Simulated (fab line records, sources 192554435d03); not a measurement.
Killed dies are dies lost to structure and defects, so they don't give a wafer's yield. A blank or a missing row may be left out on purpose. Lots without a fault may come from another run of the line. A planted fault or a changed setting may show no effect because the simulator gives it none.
Chamber matching | flow n5_finfet | N5_MOL_CONTACT_COAG_ETCH_89 on rie_diel-04: 4 sister chambers
The step etches underlayer in N2/H2, target depth 13 nm, time 10.4 s. 8 wafers are shown with their chamber, then 8 later ones without.

WAFERS WITH THEIR CHAMBER
wafer  | chamber | throttle_valve_pct (%) | showerhead_plenum_p_Torr (Torr)
L081.1 | 3       | 17.83                  | 2.47
L084.1 | 1       | 18.26                  | 2.63
L084.2 | 3       | 17.84                  | 2.46
L084.5 | 0       | 17.63                  | 2.46
L086.3 | 1       | 18.28                  | 2.62
L086.4 | 2       | 17.62                  | 2.53
L086.6 | 0       | 17.61                  | 2.46
L089.1 | 2       | 17.62                  | 2.53

WAFERS WITHOUT THEIR CHAMBER
wafer  | throttle_valve_pct (%) | showerhead_plenum_p_Torr (Torr)
L089.3 | 18.27                  | 2.62
L089.6 | 17.64                  | 2.53
L092.2 | 17.87                  | 2.46
L092.3 | 17.63                  | 2.52
L092.5 | 17.87                  | 2.46
L096.3 | 17.67                  | 2.52
L096.5 | 17.67                  | 2.45
L096.6 | 17.89                  | 2.62

WHICH CHAMBER EACH WENT THROUGH
wafer  | from the rows above     | in truth
L089.3 | 1                       | 1
L089.6 | 2                       | 2
L092.2 | 3                       | 3
L092.3 | 2                       | 2
L092.5 | 3                       | 3
L096.3 | 2                       | 2
L096.5 | 0                       | 0
L096.6 | can't be placed: 2 or 3 | 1
Placed correctly: 7 of 8. Can't be placed from these rows: 1 (the true chamber is among the candidates in 0). Placed wrongly: 0.
How it was worked out, from the rows above alone: a wafer's distance from a chamber is the root of the sum, over the readings, of the square of ((its reading less the chamber's mean) divided by the reading's scatter). The wafer belongs to the nearest chamber; if the next one is less than 2 further off, it can't be placed. A chamber's mean is the mean of its shown wafers. The scatter: the root of (the sum of the squares of (reading less its chamber's mean) over the shown wafers, divided by (wafers less chambers)).
